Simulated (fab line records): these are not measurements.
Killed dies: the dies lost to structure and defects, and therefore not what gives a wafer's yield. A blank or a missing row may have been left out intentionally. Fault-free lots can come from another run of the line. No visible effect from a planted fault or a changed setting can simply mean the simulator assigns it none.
Struck lot and sound lot, side by side + flow nand-harc + 31 out of 1302 route steps
Sound: these wafers, L251.3, L251.4, L251.6. Struck: wafers L263.2, L263.3, L263.4. The cause comes at the end.
Order at every step that has rows: each side's tool, ch and its chambers, its first start. Under that, the readings that differ: sound wafers + struck wafers + difference of the means + sigmas: that difference in standard deviations of wafers without a fault.
alike: a reading whose means differ by less than 2 such deviations, as well as words and numbers matching on both sides. not compared: withheld readings; readings where some wafer has no value; bounds like >300 that might hide an equal value; numbers whose values overlap and for which the record gives no deviation.
A row with sigmas, a row that says differs or no value, or rows on one side alone: a step with any of these is where the two part. Non-overlapping numbers with no deviation appear without sigmas and do not part them. A reading missing from all wafers of one side parts the sides only when that side holds two or more wafers.

first, 1 step without rows for these wafers: NHARC_A_CHANNEL_HOLE_D2_SRD_30.
NHARC_A_CHANNEL_HOLE_D2_CD_MEAS_31:
  sound: cd-sem-01 at day 16 19:56; struck: cd-sem-01 at day 22 12:11
  alike: cd-nm
following that, these wafers have no rows for 1 step: NHARC_A_CHANNEL_HOLE_D2_XSEM_32.
NHARC_A_CHANNEL_HOLE_D2_INSPECT_40:
  sound: defect-inspect-02 at day 16 20:07; struck: defect-inspect-01 at day 22 12:23
  alike: raw-defect-count
then, 2 steps without rows for these wafers: NHARC_A_CHANNEL_FILL_D2_PRECLEAN_00 (cleans in SC1); NHARC_A_CHANNEL_FILL_D2_SRD_01.
NHARC_A_CHANNEL_FILL_D2_ALD_02: deposits SiO2, target thk 6 nm, pulse time 10 s, ald cycles 60.
  sound on ald-hk-03 ch 0,2,3, day 16 20:23; struck on ald-hk-02 ch 0,1,3, day 22 13:12
  alike: heater-power-w, precursor-pulse-height-rel
NHARC_A_CHANNEL_FILL_D2_ALD_03: deposits SiNx, target thk 6 nm, pulse time 60 s, ald cycles 58.
  sound: ald-sin-batch-01 ch 0; struck: ald-sin-batch-03 ch 0
  alike: precursor-pulse-height-rel
then, 4 steps without rows for these wafers: NHARC_A_CHANNEL_FILL_D2_ALD_14 (deposits SiO2, target thk 2.5 nm, pulse time 10 s, ald cycles 25); NHARC_A_CHANNEL_FILL_D2_ALD_15 (deposits SiNx, target thk 2 nm, pulse time 60 s, ald cycles 19); NHARC_A_CHANNEL_FILL_D2_ALD_16 (deposits SiO2, target thk 1.5 nm, pulse time 10 s, ald cycles 15); NHARC_A_CHANNEL_FILL_D2_ANNEAL_17 (time 1800 s).
NHARC_A_CHANNEL_FILL_D2_CVD_18: deposits poly-Si, target thk 3 nm.
  sound on lpcvd-poly-01 ch 0, day 17 15:14; struck on lpcvd-poly-02 ch 0, day 23 11:40
| reading                  | sound       | struck      | difference | sigmas |
|--------------------------|-------------|-------------|------------|--------|
| zone-power-lower-pct (%) | 6.7 6.5 6.6 | 8.3 8.4 8.4 | +1.8       | +2     |
NHARC_A_CHANNEL_FILL_D2_ETCHBACK_19: etches the open film in HBr/Cl2, target depth 5 nm, time 1.7 s.
  sound on rie-si-06 ch 0,1,3, day 17 17:20; struck on rie-si-01 ch 0,1,2, day 23 13:43
  alike: drypump-motor-current-A, oes-product-au, throttle-valve-pct
  not compared: rf-hours-counter-h
then, 8 steps without rows for these wafers: NHARC_A_CHANNEL_FILL_D2_ETCHBACK_20 (etches the open film in C4F8/O2/Ar, target depth 27 nm, time 13.5 s); NHARC_A_CHANNEL_FILL_D2_STRIP_28 (strips in O2, time 20 s); NHARC_A_CHANNEL_FILL_D2_PRECLEAN_21 (cleans in dHF, time 30 s); NHARC_A_CHANNEL_FILL_D2_SRD_23; NHARC_A_CHANNEL_FILL_D2_CVD_05 (deposits poly-Si, target thk 5 nm); NHARC_A_CHANNEL_FILL_D2_ANNEAL_22 (time 7200 s); NHARC_A_CHANNEL_FILL_D2_ALD_25 (deposits SiOx, target thk 60 nm, pulse time 10 s, ald cycles 600); NHARC_A_CHANNEL_FILL_D2_ETCHBACK_08 (etches the open film in C4F8, target depth 220 nm, time 110 s).
NHARC_A_CHANNEL_FILL_D2_STRIP_29: strips in O2, time 20 s.
  sound: rie-diel-01 ch 0,1,3; struck: rie-diel-04 ch 1,2,3
  alike: drypump-motor-current-A, oes-product-au, rf-vpp-V, showerhead-plenum-p-Torr, throttle-valve-pct
  not compared: rf-hours-counter-h
then, 5 steps without rows for these wafers: NHARC_A_CHANNEL_FILL_D2_PRECLEAN_30 (cleans in dHF, time 30 s); NHARC_A_CHANNEL_FILL_D2_SRD_31; NHARC_A_CHANNEL_FILL_D2_CVD_09 (deposits poly-Si, target thk 150 nm, time 3000 s); NHARC_A_CHANNEL_FILL_D2_CMP_10 (polishes, target thk 150 nm); NHARC_A_CHANNEL_FILL_D2_SRD_12.
NHARC_A_CHANNEL_FILL_D2_RTA_24: time 5 s.
  sound on rtp-anneal-01 ch 0, day 18 18:40; struck on rtp-anneal-02 ch 0, day 24 13:35
| reading            | sound          | struck         | difference | sigmas |
|--------------------|----------------|----------------|------------|--------|
| lamp-power-pct (%) | 31.5 31.5 31.5 | 32.4 32.3 32.3 | +0.8       | +2     |
  alike: lamp_zone_6_pct, wafer_temp_C_max
NHARC_A_CHANNEL_FILL_D2_INSPECT_13:
  sound: defect-inspect-02 at day 18 18:49; struck: defect-inspect-01 at day 24 13:44
  alike: raw-defect-count
-- the record jumps here: 9 days lie between the struck wafers' starts before and after (it left off in module A_CHANNEL_FILL_D2 and takes up again in module END, whose first step shown is number 1302 of the route) --
NHARC_END_SORT_01:
  sound on prober-01 ch 0, day 27 11:49; struck on prober-01 ch 0, day 33 09:56
| reading         | sound     | struck      | difference | sigmas |
|-----------------|-----------|-------------|------------|--------|
| killed-at-array | 61 78 95  | 670 671 670 | +592       | +37    |
| killed-dies     | 65 84 104 | 677 677 677 | +593       | +37    |
  alike: killed-at-other, killed-at-periphery, killed-open, killed-short

== WHERE THEY PART ==
Earliest at NHARC_A_CHANNEL_FILL_D2_CVD_18; latest, in this record, at NHARC_END_SORT_01.

WHY: what had been put in by the simulator
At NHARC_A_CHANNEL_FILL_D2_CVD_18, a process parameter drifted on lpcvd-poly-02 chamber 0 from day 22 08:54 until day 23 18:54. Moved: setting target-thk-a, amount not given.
